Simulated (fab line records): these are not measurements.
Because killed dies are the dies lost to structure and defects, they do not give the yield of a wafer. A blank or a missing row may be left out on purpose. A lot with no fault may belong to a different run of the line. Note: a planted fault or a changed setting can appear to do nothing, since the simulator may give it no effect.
Problem report in the 8D (eight disciplines) form, filled by code || flow nand harc || the parts of the form that need people (team, actions taken, sign-off) are left out

== 1. THE PROBLEM ==
oes product au at NHARC_P_M1_ETCH_28 reads a mean of 0.857 a.u. on 2 wafers of 1 lot; wafers without a fault read 0.999 a.u. with a standard deviation of 0.0072. That is -20 standard deviations from the usual mean.
The step: etches the open film in CF4/N2, target depth 30 nm, time 72.99 s.
First observed at day 9 16:37: wafer L785.1, on rie diel-06. The record holds 33 wafers of 11 lots with a number at this step. Rule for "out", or "out of limits": more than 4 standard deviations from the usual mean. The rest of the wafers with a number are treated as sound.

== 2. WHAT IT IS, AND WHAT IT ISN'T ==
{"question": "which readings at this step", "is": "oes product au", "is not": "drypump motor current A, n2 flow sccm, rf vpp V, showerhead plenum p Torr, throttle valve pct"}
{"question": "which lots", "is": "L785", "is not": "L777, L789, L791, L792, L793, L794, L795, L798, L799, L800"}
{"question": "which wafers of those lots", "is": "L785.1, L785.4", "is not": "L785.2"}
{"question": "read on which tools", "is": "rie diel-06", "is not": "rie diel-02, rie diel-13"}
{"question": "when", "is": "from day 9 16:37", "is not": "up to then (4 sound wafers); but 27 sound wafers of L789, L791, L792, L793, L794, L795, L798, L799, L800 came after"}

== 3. THE SUSPECTS, EACH WITH WHAT RULES IT OUT ==
Counting: any tool at a process step up to the reading remains a suspect provided it ran every lot that is out. Sound lots after the first of them don't rule it out here, since some wafers of a struck lot are sound.
- rie diel-13 at NHARC_P_M1_ETCH_35 (etches the open film in N2/H2, target depth 40 nm, overetch 12 nm, time 43.94 s): kept. It processed L785, the lot that is out, at day 9 16:04, and its most recent sound lot before then was L777 at day 6 11:53.
- rie diel-06 at NHARC_P_M1_ETCH_28 (etches the open film in CF4/N2, target depth 30 nm, time 72.99 s): kept. It ran the lot that is out, L785 (day 9 16:37). Its own readings are out on those wafers: oes product au.
- Within rie diel-13 at NHARC_P_M1_ETCH_35: the wafers that are out ran in chambers 1, 2; their sound lot-mates ran in chamber 3.
- Within rie diel-06 at NHARC_P_M1_ETCH_28: the wafers that are out ran in chambers 2, 3; their sound lot-mates ran in chamber 1.
After counting, rie diel-13 at NHARC_P_M1_ETCH_35 and rie diel-06 at NHARC_P_M1_ETCH_28 remain.

== 4. THE CAUSE (what the simulator had put in) ==
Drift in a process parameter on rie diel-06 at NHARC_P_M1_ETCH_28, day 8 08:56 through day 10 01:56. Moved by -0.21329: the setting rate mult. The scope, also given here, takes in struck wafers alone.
Counting left 2 suspects, and this tool is among them.

== 5. SEQUENCE OF EFFECTS, ordered by route ==
Rows list readings where the struck wafers' mean (over those with a number) sits beyond 3 standard deviations from the usual. Scope: only readings with a usual standard deviation given in the record; hours: median across lots of the time from each lot's start at the first step in this table that gives one to its start at this step; sigmas: change in usual standard deviations.
{"hours": 0, "step": "NHARC_P_M1_ETCH_28", "reading": "oes product au", "usual": "0.999 a.u.", "on struck wafers": 0.857, "change": -0.142, "sigmas": -20}
The process steps in it:
- NHARC_P_M1_ETCH_28: etches the open film in CF4/N2, target depth 30 nm, time 72.99 s.
Later measuring or inspecting steps at which every struck wafer that the step has a row for has a number for every such reading, and none has moved that far: NHARC_END_SORT_01.

== 6. WHAT WOULD HAVE CAUGHT IT SOONER ==
The fault began at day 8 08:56; the first out-of-limits reading in this record came at day 9 16:37, 32 hours later.
